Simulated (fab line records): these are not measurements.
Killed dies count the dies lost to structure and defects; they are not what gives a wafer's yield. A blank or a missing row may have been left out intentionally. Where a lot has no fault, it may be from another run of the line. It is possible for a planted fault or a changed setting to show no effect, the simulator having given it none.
What tool caused it? | flow nand_harc | 6 lots with 18 wafers sampled at 5 steps, on a route of 1159 steps

## WHAT EACH GAUGE READ, for each wafer
NHARC_END_SORT_01.
lot  | measured     | on        | killed_at_array
L713 | day 24 05:20 | prober-02 | 641 664 647

## EACH LOT AND THE TOOL THAT RAN IT (in order: tool; ch and the chambers of the sampled wafers; start)
lot  | NHARC_A_CONTACT_DEP_28        | NHARC_A_CONTACT_ETCH_48            | NHARC_A_CONTACT_ETCH_111             | NHARC_A_CONTACT_ETCH_112
L701 | acl_dep-02 ch 0, day 17 09:45 | rie_diel-09 ch 0,1,3, day 17 12:05 | har_cap_etch-02 ch 0,1, day 17 13:20 | har_cap_etch-02 ch 0,1, day 17 13:30
L700 | acl_dep-03 ch 0, day 17 16:11 | rie_diel-12 ch 1,3, day 17 18:52   | har_cap_etch-03 ch 0,1, day 17 20:10 | har_cap_etch-03 ch 0,1, day 17 20:20
L709 | acl_dep-02 ch 0, day 18 21:01 | rie_diel-12 ch 0,1,2, day 19 00:14 | har_cap_etch-01 ch 0,1, day 19 01:24 | har_cap_etch-01 ch 0,1, day 19 01:37
L716 | acl_dep-03 ch 0, day 20 11:09 | rie_diel-13 ch 0,3, day 20 13:35   | har_cap_etch-02 ch 0,1, day 20 15:31 | har_cap_etch-02 ch 0,1, day 20 15:41
L713 | acl_dep-01 ch 0, day 20 14:43 | rie_diel-12 ch 1,2,3, day 20 17:13 | har_cap_etch-03 ch 0,1, day 20 18:32 | har_cap_etch-03 ch 0,1, day 20 18:43
L719 | acl_dep-03 ch 0, day 21 01:43 | rie_diel-13 ch 2,3, day 21 04:56   | har_cap_etch-02 ch 0,1, day 21 06:21 | har_cap_etch-02 ch 0,1, day 21 06:33
- NHARC_A_CONTACT_DEP_28: deposits aC, target thk 3600 nm.
- NHARC_A_CONTACT_ETCH_48: etches the open film in CF4, target depth 39 nm, time 65 s.
- NHARC_A_CONTACT_ETCH_111: etches the open film in C4F8/O2/Ar, time 140 s, target depth 700 nm.
- NHARC_A_CONTACT_ETCH_112: etches the open film in C4F8/O2/Ar, time 94 s, target depth 922 nm.

## THE ANSWER, worked out from the rows above alone
Rule: usual is defined by the lots themselves. The widest of any qualifying gaps counts: lots, ordered by their means at a reading, are off when they make up no more than a third of the lots, leave a main group of 4 or more, and stand apart from it by 3 or more times the standard deviation of that group's means. A main group whose means are all the same, to the digits that the tables above print for the reading, isn't used. Also off: a lot with no number at a reading for which 4 or more lots have one. Where the step has rows for the other lots, those lots are counted as sound.
Nothing can be told from this: no lot is off at any reading shown.

## WHAT THE SIMULATOR HAD PUT IN
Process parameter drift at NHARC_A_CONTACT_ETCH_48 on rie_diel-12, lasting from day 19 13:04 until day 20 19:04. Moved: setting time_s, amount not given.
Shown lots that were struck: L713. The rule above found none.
